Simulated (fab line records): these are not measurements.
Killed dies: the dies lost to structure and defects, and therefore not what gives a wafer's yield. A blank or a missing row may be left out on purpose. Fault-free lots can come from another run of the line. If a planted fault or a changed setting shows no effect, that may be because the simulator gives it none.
fab line records ; flow nand-harc
record: lots: 6; wafers: 18; last-day: 33
route steps=1302 shown A_CHANNEL_FILL_D2@635 A_STAIRCASE@639
lots that met no fault: from a run of the same line without faults
start-h: start of the lot's first displayed wafer, in hours after the record's first day ; wait-h: hours from the lot's prior step to this one ; " repeats the value in the row above ; L1.1+2: a row that stands for several wafers ; - no value, or no start was given ; * or withheld: withheld ; < > ~ a bound
route shown NAME@n: NAME is a module with steps in the file, n the number in the route of the first one ; usual: average and standard deviation across the fault-free wafers ; same: alike in all rows ; chamber/n: place in a boat ; sites: per-site readings ; _std_site: standard deviation of those values ; _edge_site: inner sites' mean taken away from outer sites' mean ; radius-mm: for every site, how far away it sits from the centre of the wafer ; mask NAME#n: copy n ; behind: the last tool/chamber to shape the wafer ; hold: what put the lot on hold/how long, in hours/how the hold closed ; device: which transistor (n, p or np) failed to switch ; end of line: the same wafers' tests at the end of the route ; a step with no rows: only its recipe ; killed: dies that structure and defects cost at the first sort, which is not the same as the wafer's yield ; map: a wafer's dies, x killed, . not, _ none there
set.NAME: setting as actually run; set.NAME@STEP: the setting as run at that earlier step ; model.NAME: the simulator's own value behind a step, which no gauge read
lots seen at some steps along the route; tables by step, rows by wafer
services: when a tool's chamber went out of use (start-h, in hours from the record's first day, below 0 if earlier), for how many hours, and the reason
== steps ==
step: NHARC_A_CHANNEL_FILL_D2_SRD_12
step: NHARC_A_CHANNEL_FILL_D2_RTA_24
recipe: temp-c: 1000; time-s: 5
usual: lamp-power-pct: 31.2/1.8; wafer_temp_C_max: 1005.7/2
lot.wafer;tool;chamber;start-h;wait-h;lamp-power-pct;wafer_temp_C_max
L891.2;rtp-anneal-01;0;405.79;0.1;29.0;1007.4
L891.3;rtp-anneal-01;0;405.79;0.1;29.0;1008.3
L891.5;rtp-anneal-01;0;405.79;0.1;29.0;1010.4
L895.1;rtp-anneal-01;0;454.55;0.0;29.1;1006.6
L895.4;rtp-anneal-01;0;454.55;0.0;29.0;1005.2
L895.6;rtp-anneal-01;0;454.55;0.0;29.0;1007.5
L901.2;rtp-anneal-01;0;519.94;0.1;29.0;1006.7
L901.4;rtp-anneal-01;0;519.94;0.1;29.0;1007.9
L901.6;rtp-anneal-01;0;519.94;0.1;29.0;1004.8
L902.3;rtp-anneal-02;0;519.96;0.1;32.8;1004.5
L902.4;rtp-anneal-02;0;519.96;0.1;32.8;1004.8
L902.6;rtp-anneal-02;0;519.96;0.1;32.8;1003.4
L904.2;rtp-anneal-02;0;557.02;0.1;32.7;1003.9
L904.3;rtp-anneal-02;0;557.02;0.1;32.7;1003.2
L904.4;rtp-anneal-02;0;557.02;0.1;32.7;1003.9
L907.2;rtp-anneal-02;0;557.19;0.2;32.7;1003.3
L907.4;rtp-anneal-02;0;557.19;0.2;32.8;1004.6
L907.5;rtp-anneal-02;0;557.19;0.2;32.7;1005.8
step: NHARC_A_CHANNEL_FILL_D2_INSPECT_13
usual: raw-defect-count: 379/120
lot.wafer;tool;chamber;start-h;wait-h;raw-defect-count
L891.2;defect-inspect-02;-;405.96;0.1;277
L891.3;defect-inspect-02;-;405.96;0.1;302
L891.5;defect-inspect-02;-;405.96;0.1;236
L895.1;defect-inspect-02;-;454.75;0.2;308
L895.4;defect-inspect-02;-;454.75;0.2;361
L895.6;defect-inspect-02;-;454.75;0.2;390
L901.2;defect-inspect-01;-;520.10;0.1;350
L901.4;defect-inspect-01;-;520.10;0.1;336
L901.6;defect-inspect-01;-;520.10;0.1;354
L902.3;defect-inspect-02;-;520.10;0.1;376
L902.4;defect-inspect-02;-;520.10;0.1;322
L902.6;defect-inspect-02;-;520.10;0.1;322
L904.2;defect-inspect-01;-;557.19;0.1;268
L904.3;defect-inspect-01;-;557.19;0.1;345
L904.4;defect-inspect-01;-;557.19;0.1;207
L907.2;defect-inspect-01;-;557.36;0.1;571
L907.4;defect-inspect-01;-;557.36;0.1;306
L907.5;defect-inspect-01;-;557.36;0.1;163
step: NHARC_A_STAIRCASE_DEP_156
recipe: target-thk-a: 500; temp-c: 400; target-thk-nm: 50; flow-sccm: 200; rf-w: 450; material: SiNx
usual: heater-power-w: 713/130; rf-fwd-power-W: 448.1/1.4; susceptor-temp-C: 400.03/0.24
lot.wafer;tool;chamber;start-h;wait-h;heater-power-w;rf-fwd-power-W;since-wet-clean-h;susceptor-temp-C
L891.3;pecvd-04;0;406.06;0.1;750;448.9;124;399.78
L891.2;pecvd-04;1;406.06;0.1;612;446.2;124;400.10
L891.5;pecvd-04;1;406.06;0.1;612;443.9;-;399.74
L895.1;pecvd-01;1;454.82;0.1;670;448.5;125;400.07
L895.4;pecvd-01;2;454.82;0.1;598;448.5;-;400.16
L895.6;pecvd-01;0;454.82;0.1;694;447.6;-;400.29
L902.3;pecvd-01;2;520.20;0.1;635;448.6;9;400.07
L902.6;pecvd-01;1;520.20;0.1;772;449.2;-;399.96
L902.4;pecvd-01;0;520.20;0.1;673;449.1;-;399.63
L901.2;pecvd-04;0;520.20;0.1;794;449.6;57;399.91
L901.6;pecvd-04;2;520.20;0.1;557;447.4;-;399.74
L901.4;pecvd-04;0;520.20;0.1;799;449.0;-;400.30
L904.2;pecvd-04;1;557.29;0.1;663;446.7;94;400.09
L904.3;pecvd-04;2;557.29;0.1;643;449.2;94;399.97
L904.4;pecvd-04;2;557.29;0.1;625;448.3;-;399.90
L907.2;pecvd-01;2;557.45;0.1;591;449.9;46;399.91
L907.5;pecvd-01;1;557.45;0.1;792;450.0;-;399.91
L907.4;pecvd-01;2;557.45;0.1;574;446.9;-;400.06
step: NHARC_A_STAIRCASE_DEHYDRATE_158
recipe: temp-c: 150; time-s: 120
step: NHARC_A_STAIRCASE_HMDS_159
recipe: time-s: 30
step: NHARC_A_STAIRCASE_COAT_160
recipe: spin-rpm: 1200
step: NHARC_A_STAIRCASE_SOFTBAKE_161
recipe: temp-c: 135; time-s: 170
step: NHARC_A_STAIRCASE_EBR_162
step: NHARC_A_STAIRCASE_EXPOSE_163
recipe: na: 0.5; dose-mj: 20.01; mask-id: STAIR_OPEN
step: NHARC_A_STAIRCASE_PEB_164
recipe: peb-temp-c: 115; peb-time-s: 130
step: NHARC_A_STAIRCASE_DEVELOP_165
recipe: time-s: 140
usual: chill-plate-temp-C: 23.00/0.12; exhaust-pa: 45.0/0.85
lot.wafer;tool;chamber;start-h;wait-h;chill-plate-temp-C;exhaust-pa
L891.2;litho-track-03;0;406;-;22.79;44.3
L891.3;litho-track-03;0;406;-;22.91;45.5
L891.5;litho-track-03;0;406;-;22.89;44.3
L895.1;litho-track-07;0;455;-;22.81;47.2
L895.4;litho-track-07;0;455;-;22.85;46.3
L895.6;litho-track-07;0;455;-;22.94;44.9
L902.3;litho-track-03;-;520;-;-;-
L902.4;litho-track-03;-;520;-;-;-
L902.6;litho-track-03;-;520;-;-;-
L901.2;litho-track-07;-;520;-;-;-
L901.4;litho-track-07;-;520;-;-;-
L901.6;litho-track-07;-;520;-;-;-
L904.2;litho-track-02;0;557;-;23.00;45.3
L904.3;litho-track-02;0;557;-;23.14;45.0
L904.4;litho-track-02;0;557;-;23.08;44.6
L907.2;litho-track-03;0;557;-;22.97;44.6
L907.4;litho-track-03;0;557;-;23.15;43.6
L907.5;litho-track-03;0;557;-;22.90;43.4
== services ==
tool;chamber;start-h;hours;kind
litho-track-02;-;402.00;7.0;pm
litho-track-07;-;426.00;7.0;pm
pecvd-04;2;439.12;7.7;repair
pecvd-04;0;443.00;4.2;repair
litho-track-03;-;450.01;7.0;pm
pecvd-04;-;450.48;13.0;pm
pecvd-04;0;450.48;13.0;vent-cycle
pecvd-04;1;450.48;13.0;vent-cycle
pecvd-04;2;450.48;13.0;vent-cycle
pecvd-04;0;463.48;-;clean
pecvd-04;1;463.48;-;clean
pecvd-04;2;463.48;-;clean
litho-track-03;-;476.74;-;consumable-replace:filter
pecvd-01;-;492.56;2.3;repair
pecvd-01;-;498.23;13.0;pm
pecvd-01;0;498.23;13.0;vent-cycle
pecvd-01;1;498.23;13.0;vent-cycle
pecvd-01;2;498.23;13.0;vent-cycle
pecvd-01;0;511.23;-;clean
pecvd-01;1;511.23;-;clean
pecvd-01;2;511.23;-;clean
== key ==
first-sign: step: NHARC_A_STAIRCASE_DEVELOP_165; reading: tool-record; direction: missing
effect none on later readings
met-at NHARC_A_STAIRCASE_DEVELOP_165
struck-wafers L901.2,L901.4,L901.6,L902.3,L902.4,L902.6
later-rows-left-out L901.2,L901.4,L901.6,L902.3,L902.4,L902.6
sort-left-out L901.2,L901.4,L901.6,L902.3,L902.4,L902.6
tester-left-out L901,L902
onset-between 455 520
fault: kind: skipped-step-whole; tool: litho-track-03,litho-track-07; chamber: -; onset-h: 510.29; steps: NHARC_A_STAIRCASE_DEVELOP_165; scope: struck-lots-only
tester-left-out: of these lots the tester's yield and bins aren't shown, on N5 and GAA mostly nor the transistor test; their killed dies are dies lost to structure and defects alone, not to doping, threshold or leakage, so they don't give the yield
sort-left-out: the simulated sort isn't trusted on such a fault, so these wafers' sort isn't shown, and their yield isn't known
later-rows-left-out: the simulator's readings of these wafers behind a module that went badly wrong aren't trusted and aren't shown, but for the sort
